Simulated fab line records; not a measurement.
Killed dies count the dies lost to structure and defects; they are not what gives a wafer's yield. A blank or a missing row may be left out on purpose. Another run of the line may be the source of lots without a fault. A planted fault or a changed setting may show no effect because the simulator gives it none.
Comparing a struck lot with a sound one / flow n5Finfet / 33 steps out of a route of 1938
Sound: the wafers L872.1, L872.3, L872.4. Wafers L863.1, L863.4, L863.5 were the ones struck. The cause is given at the end.
Per side, at each step with rows, come the tool, then ch with its chambers, and then its first start. Under that, the readings that differ: sound wafers / struck wafers / difference of the means / sigmas: that difference in standard deviations of wafers without a fault.
alike: readings whose means differ by less than 2 such deviations, and words and numbers that are the same on both sides. not compared: withheld readings, readings that some wafer has no value for, bounds like >300 that may hide the same value, and numbers for which the record gives no deviation and whose values overlap.
A row with sigmas, a row that says differs or no value, or rows on one side alone: a step with any of these is where the two part. Numbers that don't overlap but have no deviation are shown without sigmas and don't part them. A reading that every wafer of one side lacks parts them only if that side has two wafers or more.

first, 10 steps without rows for these wafers: N5_BEOL_M4_ETCH_41 (etches SiCN in CH3F/O2, target depth 29.9 nm, time 52.5 s); N5_BEOL_M4_STRIP_97 (strips in N2/H2, time 10 s); N5_BEOL_M4_HM_STRIP_39 (strips TiN in peroxide tin strip, target depth 25 nm, time 158 s); N5_BEOL_M4_SRD_40 (time 30 s); N5_BEOL_M4_PRECLEAN_42 (cleans in residue remover, time 60 s); N5_BEOL_M4_SRD_43 (time 30 s); N5_BEOL_M4_DEGAS_44 (time 60 s); N5_BEOL_M4_PRE_CLEAN_45 (time 30 s); N5_BEOL_M4_ALD_84 (deposits TaN, pulse time 2 s, purge time 3 s, co reactant purge time 2 s); N5_BEOL_M4_SURFACE_TREAT_85.
N5_BEOL_M4_CVD_47: deposits Co from CCTBA/H2, target thk 3 nm, time 223.8 s.
  sound on cvdCo-01 ch 0,1,2, day 12 13:50; struck on cvdCo-02 ch 1,2, day 10 03:25
  no value came back on the struck wafers for chamberPressureTorr (Torr), runLengthS (s); on the sound wafers chamberPressureTorr (Torr) reads 30.06 29.96 30.00
then, 19 steps without rows for these wafers: N5_BEOL_M4_SPUTTER_48 (material Cu, target thk 4.5 nm, time 8.29 s); N5_BEOL_M4_ANNEAL_49 (time 240 s); N5_BEOL_M4_SPUTTER_79 (material Cu, target thk 4.5 nm, time 8.29 s); N5_BEOL_M4_ANNEAL_80 (time 240 s); N5_BEOL_M4_SPUTTER_81 (material Cu, target thk 4.5 nm, time 8.29 s); N5_BEOL_M4_ANNEAL_82 (time 240 s); N5_BEOL_M4_SPUTTER_86 (material Cu, target thk 4.5 nm, time 8.29 s); N5_BEOL_M4_ANNEAL_87 (time 240 s); N5_BEOL_M4_SPUTTER_88 (material Cu, target thk 4.5 nm, time 8.29 s); N5_BEOL_M4_ANNEAL_89 (time 240 s); N5_BEOL_M4_SPUTTER_90 (material Cu, target thk 4.5 nm, time 8.29 s); N5_BEOL_M4_ANNEAL_91 (time 240 s); N5_BEOL_M4_SPUTTER_92 (material Cu, target thk 4.5 nm, time 8.29 s); N5_BEOL_M4_ANNEAL_93 (time 240 s); N5_BEOL_M4_SPUTTER_94 (material Cu, target thk 4.5 nm, time 8.29 s); N5_BEOL_M4_ANNEAL_95 (time 240 s); N5_BEOL_M4_SPUTTER_96 (material Cu, target thk 4.5 nm, time 8.29 s); N5_BEOL_M4_ECD_50 (material Cu, target thk 300 nm); N5_BEOL_M4_ANNEAL_51 (time 90 s).
N5_BEOL_M4_CMP_52: polishes, stops on SiOC, t overpolish 6.8 s, target thk 40 nm.
  sound on cmp-02 ch 0,2,3, day 12 17:57; struck on cmp-04 ch 0,1, day 10 08:06
reading=barrierFieldEndpointS (s); sound=24.9 25.1 25.2; struck=20.9 21.7 21.1; difference=-3.8; sigmas=-6
  alike: clearingPlatenRpm, motorCurrentA
  not compared: model.Cu_of_BEOL_M4_ECD_50.thkNm
N5_BEOL_M4_RC_MEAS_101:
  the record has rows for the sound wafers here (prober-02 ch 0, day 12 18:34) and none for the struck ones
-- a jump in the record: the struck wafers' starts before and after are 4 days apart (it breaks off in module BEOL_M4 and resumes in module PASSIVATION, where the first step shown is number 1936 of the route) --
N5_PASSIVATION_PROBE_49:
  record: rows for the struck wafers here (prober-01, day 14 16:16), none for the sound ones

== WHERE THEY PART ==
First at N5_BEOL_M4_CVD_47; last, within this record, at N5_PASSIVATION_PROBE_49.

WHY: what had been put in by the simulator
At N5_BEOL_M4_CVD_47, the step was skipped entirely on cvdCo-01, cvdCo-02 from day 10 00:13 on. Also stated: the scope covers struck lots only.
